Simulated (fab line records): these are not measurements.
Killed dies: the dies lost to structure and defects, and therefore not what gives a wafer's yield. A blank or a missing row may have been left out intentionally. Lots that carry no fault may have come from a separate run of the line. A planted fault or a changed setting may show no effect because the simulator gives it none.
Which tool did it? -- flow n5-finfet -- Sampling: 9 lots, 27 wafers, 2 of 1938 route steps

WHAT THE GAUGES SHOWED, per wafer
N5_BEOL_M2_OVL_MEAS_29.
lot,measured,on,V1_OVL (nm)
L177,day 7 12:13,overlay-02,-0.1 -0.9 -0.2
L186,day 8 23:49,overlay-02,0.8 0.9 0.9
L190,day 10 04:53,overlay-01,-0.6 -1.0 0.0
L192,day 10 11:23,overlay-02,8.3 8.4 8.9
L193,day 10 21:10,overlay-02,8.2 8.0 8.1
L194,day 11 02:35,overlay-01,8.2 7.8 7.8
L197,day 11 16:54,overlay-02,-0.2 0.7 -0.8
L196,day 11 17:02,overlay-02,0.1 -0.9 -0.6
L198,day 12 01:07,overlay-02,0.2 0.0 0.6

WHAT TOOL EACH LOT RAN ON (gives the tool, then ch and the chambers of the sampled wafers, and finally the start)
lot,N5_BEOL_M2_EXPOSE_25
L177,"euv-scanner-01 ch 0, day 7 12:03"
L186,"euv-scanner-02 ch 0, day 8 23:38"
L190,"euv-scanner-02 ch 0, day 10 04:43"
L192,"euv-scanner-02 ch 0, day 10 11:12"
L193,"euv-scanner-02 ch 0, day 10 20:59"
L194,"euv-scanner-02 ch 0, day 11 02:25"
L197,"euv-scanner-01 ch 0, day 11 16:44"
L196,"euv-scanner-01 ch 0, day 11 16:52"
L198,"euv-scanner-01 ch 0, day 12 00:57"
- N5_BEOL_M2_EXPOSE_25: exposes mask V1, defocus 5 nm.

THE ANSWER, worked out from the rows above alone
Rule: the usual values come from the lots themselves. Put in order of their means at a reading, lots are off if they are a third of the lots or fewer, leave a main group of 4 or more, and stand apart from it by a gap of 3 or more times the standard deviation of the main group's means; of several such gaps the widest counts. The tables above print the reading to a certain number of digits; a main group whose means all agree to those digits is not used. A lot without any number at a reading at which 4 lots or more have one is off too. The other lots that the step has rows for count as sound.
Off: L192, L193, L194, seen at N5_BEOL_M2_OVL_MEAS_29 (V1_OVL). The main group: mean -0.1 nm, standard deviation 0.5.
If a tool, at a process step before that reading, ran all the lots that are off and no sound lot after the first of them, it fits. Those tools and the gauges at N5_BEOL_M2_OVL_MEAS_29 are tried in the same way. One fits: euv-scanner-02 at N5_BEOL_M2_EXPOSE_25. Its last sound lot is L190 (day 10 04:43), its first lot that is off L192 (day 10 11:12): a fault that began between those two fits.

WHAT HAD BEEN PUT IN BY THE SIMULATOR
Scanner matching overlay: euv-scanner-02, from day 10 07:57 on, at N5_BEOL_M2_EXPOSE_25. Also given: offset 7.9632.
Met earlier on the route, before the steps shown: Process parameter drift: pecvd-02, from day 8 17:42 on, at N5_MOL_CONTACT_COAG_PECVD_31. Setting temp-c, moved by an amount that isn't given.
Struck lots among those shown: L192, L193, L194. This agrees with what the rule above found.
